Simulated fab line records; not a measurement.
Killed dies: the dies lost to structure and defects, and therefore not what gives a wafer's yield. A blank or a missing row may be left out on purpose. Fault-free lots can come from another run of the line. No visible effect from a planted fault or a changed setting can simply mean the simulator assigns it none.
Lot-split experiment ; flow n5 finfet ; 7 lots, 21 wafers read, on a route of 1938 steps

ABOUT THE SPLIT
At N5_SD_ACTIVATION_LSA_01 (time 0.0008 s), the setting temp c was moved away from the recipe's 1080 C on 6 of the 21 wafers read, by -3.0% to +1.2%. All remaining wafers had this setting at the recipe value.

The file shows no step between the split and the reading.

THE READING
RS_SD_N (ohm/sq), read at N5_SD_ACTIVATION_RS_MEAS_03 with a four-point probe. Typical for fault-free wafers on this fab line: 22.0 ohm/sq, with standard deviation 0.3 ohm/sq.

wafer;tool, chamber at the split;temp c as run, C;against the recipe;RS_SD_N, ohm/sq;against lot-mates on the recipe
L074.2;laser anneal-02, 0;1048;-3.0%;24.9;+4.5
L074.3;laser anneal-02, 0;1048;-3.0%;23.5;+3.1
L074.4;laser anneal-02, 0;1080;recipe;20.4;-
L080.2;laser anneal-01, 0;1080;recipe;22.0;-
L080.3;laser anneal-01, 0;1080;recipe;23.6;-
L080.6;laser anneal-01, 0;1080;recipe;21.9;-
L082.4;laser anneal-01, 0;1080;recipe;21.4;-
L082.5;laser anneal-01, 0;1080;recipe;22.8;-
L082.6;laser anneal-01, 0;1080;recipe;22.9;-
L086.1;laser anneal-01, 0;1080;recipe;22.7;-
L086.4;laser anneal-01, 0;1080;recipe;22.0;-
L086.5;laser anneal-01, 0;1080;recipe;22.4;-
L089.1;laser anneal-02, 0;1090;+0.9%;20.9;-1.4
L089.4;laser anneal-02, 0;1080;recipe;22.3;-
L089.6;laser anneal-02, 0;1090;+0.9%;21.0;-1.3
L091.1;laser anneal-01, 0;1080;recipe;21.9;-
L091.4;laser anneal-01, 0;1080;recipe;21.6;-
L091.6;laser anneal-01, 0;1080;recipe;21.8;-
L093.3;laser anneal-02, 0;1093;+1.2%;21.0;-2.7
L093.4;laser anneal-02, 0;1093;+1.2%;20.8;-2.9
L093.6;laser anneal-02, 0;1080;recipe;23.7;-

THE FIT
A straight line over all 21 wafers: RS_SD_N changes by -0.787 ohm/sq for each +1% of temp c; r = -0.73; the points scatter about the line by 0.79 ohm/sq.
The same after taking each lot's own level away (the mean of its wafers on the recipe; 21 wafers): -1.44 ohm/sq for each +1%; r = -0.93; scatter 0.6 ohm/sq.
According to that fit, moving temp c by its largest amount changes the reading by 4.3 ohm/sq.
The span of the lots' own levels, 20.40 to 23.70 ohm/sq, comes to 11.0 times the standard deviation stated above.
So the lot-to-lot level blurs the effect unless lot-mates are compared.
Check: +3.86 ohm/sq against its lot-mates is what the line predicts for one of the wafers moved furthest among these (-3.0%) when that wafer is left out of the fit. Against them it came out at +4.5 ohm/sq.
Tool readings at the split's step, against how far the setting was moved: wafer_temp_C_max r = +0.99.

THE WHOLE CHAIN: every reading that the file lists as answering this split, in the file's order
step;what it does;reading;change (the file's fit);r (the file's)
N5_SD_ACTIVATION_LSA_01;time 0.0008 s;wafer_temp_C_max;withheld for each +1% of the setting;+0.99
N5_SD_ACTIVATION_RS_MEAS_03;measures by four-point-probe;RS_SD_N;-1.45 for each +1% of the setting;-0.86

THE FILE'S OWN FIT
RS_SD_N changes by -1.45 ohm/sq for each +1% of temp c, r = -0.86.
